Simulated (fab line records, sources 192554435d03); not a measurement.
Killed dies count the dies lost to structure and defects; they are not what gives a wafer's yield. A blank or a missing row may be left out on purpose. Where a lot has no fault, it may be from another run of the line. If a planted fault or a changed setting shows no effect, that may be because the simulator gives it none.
Split-lot experiment :: flow n5Finfet :: 7 lots, 21 wafers read, on a route of 1938 steps

== ABOUT THE SPLIT ==
At N5_DUMMY_GATE_COAT_34 (time 60 s, resist thk 60 nm), the setting spinRpm was moved away from the recipe's 1500 rpm on 6 of the 21 wafers read, by -2.9% to +10.9%. All remaining wafers had this setting at the recipe value.

== FROM THE SPLIT TO THE READING: what the file shows between them, 8 steps ==
- N5_DUMMY_GATE_COAT_35: time 60 s, resist thk 10 nm
- N5_DUMMY_GATE_COAT_28: time 60 s, resist thk 10 nm
- N5_DUMMY_GATE_ETCH_29: etches underlayer in N2/H2, target depth 13 nm
- N5_DUMMY_GATE_ETCH_36: etches SiARC in CF4, target depth 13 nm
- N5_DUMMY_GATE_ETCH_37: etches SOC in N2/H2, target depth 60 nm, overetch 30 nm
- N5_DUMMY_GATE_STRIP_38: strips in N2/H2
- N5_DUMMY_GATE_STRIP_39: strips in N2/H2
- N5_DUMMY_GATE_STRIP_40: strips in CF4

== THE READING ==
SOC_of_DUMMY_GATE_COAT_34.thkNm (the simulator's own value, which no gauge read), in nm, at N5_DUMMY_GATE_ETCH_31 (etches SiO2 in C4F6/O2, target depth 82.5 nm, time 27.5 s). The file gives no usual value for it. Across the 15 wafers here that went through the recipe, the average is 51.9 nm and the standard deviation 0.2 nm.

wafer: L075.1
tool, chamber at the split: lithoTrack-04, 0
spinRpm as run, rpm: 1500
against the recipe: recipe
SOC_of_DUMMY_GATE_COAT_34.thkNm, nm: 51.8
against lot-mates on the recipe: -

wafer: L075.3
tool, chamber at the split: lithoTrack-04, 0
spinRpm as run, rpm: 1500
against the recipe: recipe
SOC_of_DUMMY_GATE_COAT_34.thkNm, nm: 51.8
against lot-mates on the recipe: -

wafer: L075.6
tool, chamber at the split: lithoTrack-04, 0
spinRpm as run, rpm: 1500
against the recipe: recipe
SOC_of_DUMMY_GATE_COAT_34.thkNm, nm: 52
against lot-mates on the recipe: -

wafer: L077.3
tool, chamber at the split: lithoTrack-03, 0
spinRpm as run, rpm: 1456
against the recipe: -2.9%
SOC_of_DUMMY_GATE_COAT_34.thkNm, nm: 52.8
against lot-mates on the recipe: no lot-mate on the recipe

wafer: L077.4
tool, chamber at the split: lithoTrack-03, 0
spinRpm as run, rpm: 1456
against the recipe: -2.9%
SOC_of_DUMMY_GATE_COAT_34.thkNm, nm: 52.6
against lot-mates on the recipe: no lot-mate on the recipe

wafer: L077.6
tool, chamber at the split: lithoTrack-03, 0
spinRpm as run, rpm: 1456
against the recipe: -2.9%
SOC_of_DUMMY_GATE_COAT_34.thkNm, nm: 53
against lot-mates on the recipe: no lot-mate on the recipe

wafer: L082.4
tool, chamber at the split: lithoTrack-05, 0
spinRpm as run, rpm: 1500
against the recipe: recipe
SOC_of_DUMMY_GATE_COAT_34.thkNm, nm: 51.8
against lot-mates on the recipe: -

wafer: L082.5
tool, chamber at the split: lithoTrack-05, 0
spinRpm as run, rpm: 1500
against the recipe: recipe
SOC_of_DUMMY_GATE_COAT_34.thkNm, nm: 51.8
against lot-mates on the recipe: -

wafer: L082.6
tool, chamber at the split: lithoTrack-05, 0
spinRpm as run, rpm: 1500
against the recipe: recipe
SOC_of_DUMMY_GATE_COAT_34.thkNm, nm: 51.8
against lot-mates on the recipe: -

wafer: L089.2
tool, chamber at the split: lithoTrack-04, 0
spinRpm as run, rpm: 1500
against the recipe: recipe
SOC_of_DUMMY_GATE_COAT_34.thkNm, nm: 52
against lot-mates on the recipe: -

wafer: L089.4
tool, chamber at the split: lithoTrack-04, 0
spinRpm as run, rpm: 1500
against the recipe: recipe
SOC_of_DUMMY_GATE_COAT_34.thkNm, nm: 52.2
against lot-mates on the recipe: -

wafer: L089.6
tool, chamber at the split: lithoTrack-04, 0
spinRpm as run, rpm: 1500
against the recipe: recipe
SOC_of_DUMMY_GATE_COAT_34.thkNm, nm: 51.8
against lot-mates on the recipe: -

wafer: L092.2
tool, chamber at the split: lithoTrack-03, 0
spinRpm as run, rpm: 1500
against the recipe: recipe
SOC_of_DUMMY_GATE_COAT_34.thkNm, nm: 52.2
against lot-mates on the recipe: -

wafer: L092.3
tool, chamber at the split: lithoTrack-03, 0
spinRpm as run, rpm: 1664
against the recipe: +10.9%
SOC_of_DUMMY_GATE_COAT_34.thkNm, nm: 48.8
against lot-mates on the recipe: -3.4

wafer: L092.4
tool, chamber at the split: lithoTrack-03, 0
spinRpm as run, rpm: 1664
against the recipe: +10.9%
SOC_of_DUMMY_GATE_COAT_34.thkNm, nm: 48.8
against lot-mates on the recipe: -3.4

wafer: L096.2
tool, chamber at the split: lithoTrack-03, 0
spinRpm as run, rpm: 1500
against the recipe: recipe
SOC_of_DUMMY_GATE_COAT_34.thkNm, nm: 52
against lot-mates on the recipe: -

wafer: L096.5
tool, chamber at the split: lithoTrack-03, 0
spinRpm as run, rpm: 1500
against the recipe: recipe
SOC_of_DUMMY_GATE_COAT_34.thkNm, nm: 52
against lot-mates on the recipe: -

wafer: L096.6
tool, chamber at the split: lithoTrack-03, 0
spinRpm as run, rpm: 1500
against the recipe: recipe
SOC_of_DUMMY_GATE_COAT_34.thkNm, nm: 52.2
against lot-mates on the recipe: -

wafer: L097.2
tool, chamber at the split: lithoTrack-05, 0
spinRpm as run, rpm: 1500
against the recipe: recipe
SOC_of_DUMMY_GATE_COAT_34.thkNm, nm: 52
against lot-mates on the recipe: -

wafer: L097.3
tool, chamber at the split: lithoTrack-05, 0
spinRpm as run, rpm: 1603
against the recipe: +6.9%
SOC_of_DUMMY_GATE_COAT_34.thkNm, nm: 49.6
against lot-mates on the recipe: -2.1

wafer: L097.6
tool, chamber at the split: lithoTrack-05, 0
spinRpm as run, rpm: 1500
against the recipe: recipe
SOC_of_DUMMY_GATE_COAT_34.thkNm, nm: 51.4
against lot-mates on the recipe: -

FIT RESULTS
A straight line over all 21 wafers: SOC_of_DUMMY_GATE_COAT_34.thkNm changes by -0.294 nm for each +1% of spinRpm; r = -0.98; the points scatter about the line by 0.21 nm.
The same after taking each lot's own level away (the mean of its wafers on the recipe; 18 wafers): -0.31 nm for each +1%; r = -0.99; scatter 0.14 nm.
The reading moves by 3.4 nm for the largest change in spinRpm, on that fit.
The lots' own levels span 51.70 to 52.20 nm, that is 2.5 times the standard deviation above.
So the lot-to-lot level changes the slope little: the two slopes agree.
Check: -3.38 nm against its lot-mates is what the line predicts for one of the wafers moved furthest among these (+10.9%) when that wafer is left out of the fit. Against them it came out at -3.4 nm.

== THE OTHER SPLITS THESE WAFERS WENT THROUGH ==
Other splits were also applied to these wafers ahead of the reading. Each is held against what the fit with the lots' levels taken away leaves over:
other split on the same wafers: N5_WELL_APT_COAT_02 spinRpm
wafers away from the commonest value: 7
r with SOC_of_DUMMY_GATE_COAT_34.thkNm (lot level and that fit taken away): -0.03

other split on the same wafers: N5_WELL_APT_PEB_06 pebTimeS
wafers away from the commonest value: 7
r with SOC_of_DUMMY_GATE_COAT_34.thkNm (lot level and that fit taken away): +0.10

other split on the same wafers: N5_FIN_SAQP_PECVD_06 timeS
wafers away from the commonest value: 10
r with SOC_of_DUMMY_GATE_COAT_34.thkNm (lot level and that fit taken away): +0.23

other split on the same wafers: N5_FIN_SAQP_EXPOSE_13 doseMj
wafers away from the commonest value: 6
r with SOC_of_DUMMY_GATE_COAT_34.thkNm (lot level and that fit taken away): -0.19

other split on the same wafers: N5_FIN_SAQP_MANDREL_ETCH_22 overEtchFrac
wafers away from the commonest value: 9
r with SOC_of_DUMMY_GATE_COAT_34.thkNm (lot level and that fit taken away): -0.16

other split on the same wafers: N5_FIN_SAQP_SPACER1_ALD_24 tempC
wafers away from the commonest value: 8
r with SOC_of_DUMMY_GATE_COAT_34.thkNm (lot level and that fit taken away): -0.15

== THE WHOLE CHAIN: every reading that the file lists as answering this split, in the file's order ==
step: N5_DUMMY_GATE_COAT_34
what it does: time 60 s, resist thk 60 nm
reading: SOC_of_DUMMY_GATE_COAT_34.thkNm (the simulator's own value, which no gauge read)
change (the file's fit): -0.275 nm for each +1% of the setting
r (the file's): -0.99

step: N5_DUMMY_GATE_ETCH_37
what it does: etches SOC in N2/H2, target depth 60 nm, overetch 30 nm
reading: etch.depthNm (the simulator's own value, which no gauge read)
change (the file's fit): -0.281 nm for each +1% of the setting
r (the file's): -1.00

step: N5_DUMMY_GATE_ETCH_31
what it does: etches SiO2 in C4F6/O2, target depth 82.5 nm, time 27.5 s
reading: SOC_of_DUMMY_GATE_COAT_34.thkNm (the simulator's own value, which no gauge read)
change (the file's fit): -0.31 nm for each +1% of the setting
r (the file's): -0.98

== THE FILE'S OWN FIT ==
SOC_of_DUMMY_GATE_COAT_34.thkNm changes by -0.31 nm for each +1% of spinRpm, r = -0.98.
